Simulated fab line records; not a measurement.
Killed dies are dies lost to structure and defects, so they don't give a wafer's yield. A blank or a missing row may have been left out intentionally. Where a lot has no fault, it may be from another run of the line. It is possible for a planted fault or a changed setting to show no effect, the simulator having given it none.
fab line records	flow n5_finfet
record lots=5	wafers=13	last_day=16
route steps=1938 shown BEOL_M10@1527 BEOL_M11@1536
lots that met no fault: from a run of the same line without faults
start_h: the number of hours between the record's first day and the start of the first shown wafer of the lot	wait_h: how many hours have passed since the lot's step before this one	" the same as in the row above	L1.1+2: several wafers, shown together as one row	- value missing, or start not given	* or withheld: withheld	< > ~ a bound
route shown NAME@n: NAME is a module with steps in the file, n the number in the route of the first one	usual: mean/standard deviation of fault-free wafers	same: alike in all rows	chamber/n: place in a boat	sites: the reading at each site	_std_site: their standard deviation	_edge_site: the outer-site mean with the inner-site mean subtracted	radius_mm: how far each site lies from the wafer's centre	mask NAME#n: copy n	behind: tool/chamber where the wafer was last shaped	hold: why the lot went on hold/how many hours it stayed there/how the hold came to an end	device: names the non-switching transistor (n, p or np)	end of line: the tests these same wafers got at the end of their route	for a step that has no rows: nothing shown but its recipe	killed: not the wafer's yield, but the dies lost to structure and defects at the first sort	map: shows each die of a wafer: x if killed, . if not, _ if none is there
set.NAME: the setting the step ran with; set.NAME@STEP: the setting that earlier step ran with	model.NAME: the simulator's own value behind a step, which no gauge read
lots seen at some steps along the route; tables by step, rows by wafer
services: when a tool's chamber went out of use (start_h, in hours from the record's first day, below 0 if earlier), for how many hours, and the reason
## steps
# step N5_BEOL_M10_SPUTTER_48
# recipe material=Cu	target_thk_a=120	temp_c=-20	bias_v=60	power_w=26000	chamber_pressure_pa=0.13	time_s=2
# step N5_BEOL_M10_ECD_50
# recipe material=Cu	target_thk_a=3180
# step N5_BEOL_M10_ANNEAL_51
# recipe temp_c=225	time_s=90	ambient=N2
# step N5_BEOL_M10_CMP_52
# recipe stop_on=SiCOH_lowk	t_overpolish_s=7	down_force_psi=1	platen_rpm=50	clearing_platen_down_force_psi=1.5	clearing_platen_rpm=50	post_cmp_clean=cu_alkaline	target_thk_nm=140	clearing_platen_pad_velocity_m_s=0.99484	pad_velocity_m_s=0.99484
# step N5_BEOL_M10_PRE_CLEAN_55
# recipe gas=NH3	time_s=15	temp_c=withheld	rf_power_w=300
# step N5_BEOL_M10_DEP_56
# recipe material=SiCN	target_thk_a=150	temp_c=withheld	precursor=3MS/NH3	pressure_torr=3	rf_w=202	time_s=26.5
# step N5_BEOL_M11_ILD_DEP_00
# recipe material=SiCOH_lowk	target_thk_a=3085.1	temp_c=300	precursor=DEMS/porogen	pressure_torr=5	rf_w=500	time_s=58
# step N5_BEOL_M11_CURE_71
# recipe temp_c=385	time_s=240	ambient=He/Ar	material=SiCOH_lowk
# step N5_BEOL_M11_PECVD_70
# recipe material=SiO2	target_thk_a=200	temp_c=400	precursor=TEOS/O2	pressure_torr=5.5	rf_w=450	teos_flow_sccm=53.8	gas=O2	flow_sccm=3000	time_s=22.7
# usual heater_power_w=662/63	showerhead_plenum_p_Torr=8.79/0.09	throttle_valve_pct=21.9/0.62
lot.wafer	tool	chamber	start_h	wait_h	heater_power_w	showerhead_plenum_p_Torr	throttle_valve_pct	model.SiO2_of_BEOL_M11_PECVD_70.thk_nm
L675.1	pecvd-02	2	265.60	0.0	613	8.77	21.5	19.4
L675.3	"	1	"	"	629	8.66	22.1	19.6
L675.4	"	0	"	"	600	8.76	21.6	20
L676.2	pecvd-03	2	282.22	0.0	681	8.89	21.9	19.4
L676.4	"	0	"	"	635	8.96	21.8	20
L676.6	"	1	"	"	709	8.83	23.0	20
L683.1	pecvd-02	1	328.31	0.0	699	8.68	22.0	19.6
L683.4	"	2	"	"	717	8.80	21.4	8.6
L685.3	pecvd-02	0	341.75	0.0	576	8.77	21.6	8.6
L685.4	"	1	"	"	712	8.66	22.3	8.6
L685.5	"	0	"	"	575	8.75	21.5	20
L687.2	pecvd-02	0	348.93	0.0	532	8.76	21.7	19.2
L687.4	"	1	"	"	573	8.70	22.4	8.6
# step N5_BEOL_M11_HM_DEP_02
# recipe material=TiN	target_thk_a=200	temp_c=25	chamber_pressure_pa=0.49996
# step N5_BEOL_M11_COAT_59
# recipe resist=SOC	temp_c=250	time_s=60	spin_rpm=1500	resist_thk_nm=100
# step N5_BEOL_M11_COAT_60
# recipe resist=SiARC	temp_c=220	time_s=60	spin_rpm=1500	resist_thk_nm=30
# step N5_BEOL_M11_COAT_05
# recipe resist=CAR-ArF	spin_rpm=1500	resist_thk_nm=90
# step N5_BEOL_M11_EBR_07
# recipe solvent=PGMEA	ebr_width_mm=1.5
# step N5_BEOL_M11_SOFTBAKE_06
# recipe temp_c=110	time_s=60	resist=CAR-ArF
# step N5_BEOL_M11_EXPOSE_08
# recipe mask_id=M11	na=1.35	source_shape=dipole	sigma_inner=0.411	sigma_outer=0.611	polarization=te	dose_mj=53.75
# step N5_BEOL_M11_PEB_09
# recipe peb_temp_c=withheld	peb_time_s=60	resist=CAR-ArF
# step N5_BEOL_M11_DEVELOP_10
# recipe develop_time_s=30	developer=TMAH	resist=CAR-ArF	rinse_liquid=diw	dry=air_spin	dev_temp_c=23
# step N5_BEOL_M11_DESCUM_16
# recipe chemistry=O2	time_s=7.9	source_power_w=50	bias_power_w=20	pressure_mtorr=20	rf_frequency_hz=2.712e+07	temp_c=40	resist=CAR-ArF	o2_flow_sccm=225
# step N5_BEOL_M11_ETCH_61
# recipe chemistry=CF4	target=SiARC	target_depth_a=390	mask_material=CAR-ArF	time_s=65	ion_energy_ev=80	pressure_mtorr=40	source_w=545	bias_w=36	Ar_flow_sccm=100	cf4_flow_sccm=100	ends=cleared
# step N5_BEOL_M11_ETCH_62
# recipe chemistry=N2/H2	target=SOC	target_depth_a=1100	overetch_a=220	mask_material=SiARC	temp_c=40	time_s=165	ion_energy_ev=200	pressure_mtorr=30	source_w=840	bias_w=150	n2_flow_sccm=200	h2_flow_sccm=200
# step N5_BEOL_M11_STRIP_68
# recipe chemistry=N2/H2	temp_c=40	n2_flow_sccm=200	h2_flow_sccm=200	rf_frequency_hz=6e+07
# step N5_BEOL_M11_STRIP_67
# recipe chemistry=CF4	resist=SiARC	power_w=300	bias_power_w=75	pressure_mtorr=50	cf4_flow_sccm=150	rf_frequency_hz=6e+07
# step N5_BEOL_M11_HM_OPEN_17
# recipe chemistry=Cl2/BCl3	target_depth_a=200	overetch_a=60	target=TiN	mask_material=SOC	ion_energy_ev=150	pressure_mtorr=10	icp_w=1000	bias_w=126	Cl2_flow_sccm=53.25	bcl3_flow_sccm=21.75	Ar_flow_sccm=25
# step N5_BEOL_M11_STRIP_19
# recipe chemistry=O2	power_w=400	temp_c=40	pressure_mtorr=30	rf_frequency_hz=6e+07	bias_power_w=0	overash_fraction=0.2	o2_flow_sccm=225
# step N5_BEOL_M11_COAT_63
# recipe resist=SOC	temp_c=250	time_s=60	spin_rpm=1500	resist_thk_nm=100
# step N5_BEOL_M11_COAT_64
# recipe resist=SiARC	temp_c=220	time_s=60	spin_rpm=1500	resist_thk_nm=30
# step N5_BEOL_M11_COAT_22
# recipe resist=CAR-ArF	spin_rpm=1500	resist_thk_nm=90
# step N5_BEOL_M11_EBR_24
# recipe solvent=PGMEA	ebr_width_mm=1.5
# step N5_BEOL_M11_SOFTBAKE_23
# recipe temp_c=110	time_s=60	resist=CAR-ArF
# step N5_BEOL_M11_EXPOSE_25
# recipe mask_id=V10	na=1.35	source_shape=annular	sigma_inner=0.5	sigma_outer=0.8	polarization=unpolarized	dose_mj=85.5
# step N5_BEOL_M11_PEB_26
# recipe peb_temp_c=withheld	peb_time_s=60	resist=CAR-ArF
# step N5_BEOL_M11_DEVELOP_27
# recipe develop_time_s=30	developer=TMAH	resist=CAR-ArF	rinse_liquid=diw	dry=air_spin	dev_temp_c=23
# step N5_BEOL_M11_HM_STRIP_39
# recipe chemistry=peroxide_tin_strip	material=TiN	target_depth_a=250	temp_c=50	time_s=158
lot.wafer	tool	chamber	start_h	wait_h	model.SiO2_of_BEOL_M11_PECVD_70.thk_nm
L675.1	wet_bench-02	2	272.98	0.0	19.2
L675.3	"	0	"	"	19.4
L675.4	"	4	"	"	19.8
L676.2	wet_bench-04	3	286.99	0.0	19.4
L676.4+6	"	7,0	"	"	19.8
L683.1	wet_bench-04	0	331.62	0.0	19.4
L683.4	"	3	"	"	8.4
L685.3+4	wet_bench-02	4,6	345.32	0.0	8.4
L685.5	"	1	"	"	19.8
L687.2	wet_bench-03	6	351.65	0.0	19
L687.4	"	0	"	"	8.4
# step N5_BEOL_M11_CMP_52
# recipe stop_on=SiCOH_lowk	t_overpolish_s=7	down_force_psi=1	platen_rpm=50	clearing_platen_down_force_psi=1.5	clearing_platen_rpm=50	post_cmp_clean=cu_alkaline	target_thk_nm=140	clearing_platen_pad_velocity_m_s=0.99484	pad_velocity_m_s=0.99484
# usual barrier_field_endpoint_s=28.4/0.79	clearing_platen_down_force_psi=1.500/0.003	motor_current_A=6.0/0.5
lot.wafer	tool	chamber	start_h	wait_h	barrier_field_endpoint_s	clearing_platen_down_force_psi	motor_current_A
L675.3	cmp-03	3	275.27	0.2	27.9	1.501	6.4
L675.1	"	0	"	"	27.9	1.498	6.5
L675.4	"	1	"	"	28.1	1.504	6.8
L676.2	cmp-04	0	289.51	0.2	28.0	1.500	6.3
L676.4	"	2	"	"	28.8	1.499	5.4
L676.6	"	0	"	"	28.4	1.499	6.1
L683.1	cmp-01	2	333.99	0.3	28.7	1.497	5.8
L683.4	"	3	"	"	15.4	1.504	7.1
L685.4	cmp-01	3	348.22	0.2	15.0	1.495	6.9
L685.3	"	0	"	"	15.3	1.496	5.6
L685.5	"	2	"	"	28.9	1.497	5.7
L687.2	cmp-01	3	353.89	0.3	28.6	1.499	7.1
L687.4	"	1	"	"	15.1	1.499	5.3
## services
tool	chamber	start_h	hours	kind
pecvd-02	1	248.81	16.5	scheduled_down
cmp-03	-	259.78	4.0	pm
cmp-03	-	263.78	-	consumable_replace:conditioner
cmp-03	-	263.78	-	consumable_replace:pad
cmp-04	-	278.21	0.4	repair
cmp-01	-	287.77	0.5	repair
cmp-01	-	288.30	5.9	pm
pecvd-02	-	290.07	1.3	repair
pecvd-03	0	294.01	-	calibration
pecvd-03	1	298.20	5.5	scheduled_down
cmp-01	-	302.33	2.0	repair
cmp-03	-	311.07	5.7	pm
cmp-01	-	312.15	4.0	pm
cmp-01	-	316.15	-	consumable_replace:conditioner
cmp-01	-	316.15	-	consumable_replace:pad
cmp-03	-	324.47	1.2	repair
cmp-04	-	337.08	5.0	pm
cmp-03	-	338.28	3.1	repair
cmp-01	-	351.97	1.0	repair
## key
first_sign step=N5_BEOL_M11_CMP_52	reading=barrier_field_endpoint_s	direction=down	sigmas=17	usual=28.4	struck=15.2
effect none on later readings
model_effect step=N5_BEOL_M11_PECVD_70	value=SiO2_of_BEOL_M11_PECVD_70.thk_nm	without=19.95	struck=8.6
model_effect step=N5_BEOL_M11_HM_STRIP_39	value=SiO2_of_BEOL_M11_PECVD_70.thk_nm	without=19.8	struck=8.4
met_at N5_BEOL_M11_PECVD_70
struck_wafers L683.4,L685.3,L685.4,L687.4
onset_between 265.60 328.31
fault kind=process_parameter_drift	tool=pecvd-02	chamber=-	onset_h=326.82	steps=N5_BEOL_M11_PECVD_70	channel=time_s	offset=*	shape=step	end_h=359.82	scope=struck_wafers_only	acts_in=*	stated=*
